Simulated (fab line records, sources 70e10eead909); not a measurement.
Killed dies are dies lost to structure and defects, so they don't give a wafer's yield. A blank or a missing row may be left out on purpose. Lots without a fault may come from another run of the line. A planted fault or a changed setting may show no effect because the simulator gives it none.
Chamber matching | flow nand_harc | NHARC_A_STAIRCASE_TRIM_196 on rie_diel-04: 4 sister chambers
The step chemistry O2, time 211.2 s. 20 wafers are shown with their chamber, then 10 later ones without.

WAFERS WITH THEIR CHAMBER
wafer  | chamber | showerhead_plenum_p_Torr (Torr) | drypump_motor_current_A (A) | oes_product_au (a.u.)
L077.2 | 0       | 3.81                            | 6.2                         | 1.004
L077.3 | 2       | 3.32                            | 5.6                         | 0.995
L077.5 | 1       | 3.49                            | 5.9                         | 1.014
L078.1 | 1       | 3.49                            | 5.9                         | 1.009
L078.2 | 0       | 3.80                            | 6.2                         | 1.005
L078.5 | 2       | 3.31                            | 5.6                         | 0.993
L082.3 | 1       | 3.48                            | 6.0                         | 1.007
L082.4 | 2       | 3.31                            | 5.6                         | 1.014
L082.5 | 2       | 3.31                            | 5.6                         | 1.007
L083.2 | 0       | 3.80                            | 6.2                         | 1.001
L083.4 | 1       | 3.48                            | 5.9                         | 1.015
L083.6 | 0       | 3.80                            | 6.2                         | 1.004
L084.2 | 3       | 3.55                            | 6.1                         | 0.996
L084.4 | 1       | 3.48                            | 5.9                         | 1.013
L084.6 | 3       | 3.55                            | 6.2                         | 1.001
L086.3 | 1       | 3.48                            | 5.9                         | 1.011
L086.4 | 0       | 3.79                            | 6.2                         | 0.992
L086.6 | 2       | 3.30                            | 5.6                         | 1.011
L087.2 | 2       | 3.30                            | 5.6                         | 1.017
L087.5 | 1       | 3.47                            | 6.0                         | 1.017

SIGNATURES (means of the wafers above)
reading                  | chamber 0 | chamber 1 | chamber 2 | chamber 3 | scatter within a chamber
showerhead_plenum_p_Torr | 3.8000    | 3.4814    | 3.3083    | 3.5500    | 0.00693
drypump_motor_current_A  | 6.200     | 5.929     | 5.600     | 6.150     | 0.0347
oes_product_au           | 1.00120   | 1.01229   | 1.00617   | 0.99850   | 0.00662
Rule: a wafer's distance from a chamber is the root of the sum, over the readings, of the square of ((its reading less the chamber's mean) divided by the reading's scatter). The wafer belongs to the nearest chamber; if the next one is less than 2 further off, it can't be placed. The scatter: the root of (the sum of the squares of (reading less its chamber's mean) over the shown wafers, divided by (wafers less chambers)).

WAFERS WITHOUT THEIR CHAMBER
wafer  | showerhead_plenum_p_Torr (Torr) | drypump_motor_current_A (A) | oes_product_au (a.u.)
L087.6 | 3.79                            | 6.2                         | 0.992
L092.1 | 3.53                            | 6.2                         | 0.989
L092.3 | 3.78                            | 6.2                         | 0.993
L092.6 | 3.78                            | 6.2                         | 0.998
L091.2 | 3.53                            | 6.1                         | 0.978
L091.3 | 3.47                            | 5.9                         | 1.010
L091.6 | 3.29                            | 5.6                         | 1.011
L095.2 | 3.29                            | 5.6                         | 0.994
L095.3 | 3.77                            | 6.2                         | 0.985
L095.5 | 3.77                            | 6.2                         | 0.983

WHICH CHAMBER EACH WENT THROUGH
wafer  | from the rows above | in truth
L087.6 | 0                   | 0
L092.1 | 3                   | 3
L092.3 | 0                   | 0
L092.6 | 0                   | 0
L091.2 | 3                   | 3
L091.3 | 1                   | 1
L091.6 | 2                   | 2
L095.2 | 2                   | 2
L095.3 | 0                   | 0
L095.5 | 0                   | 0
Placed correctly: 10 of 10. Can't be placed from these rows: 0. Placed wrongly: 0.
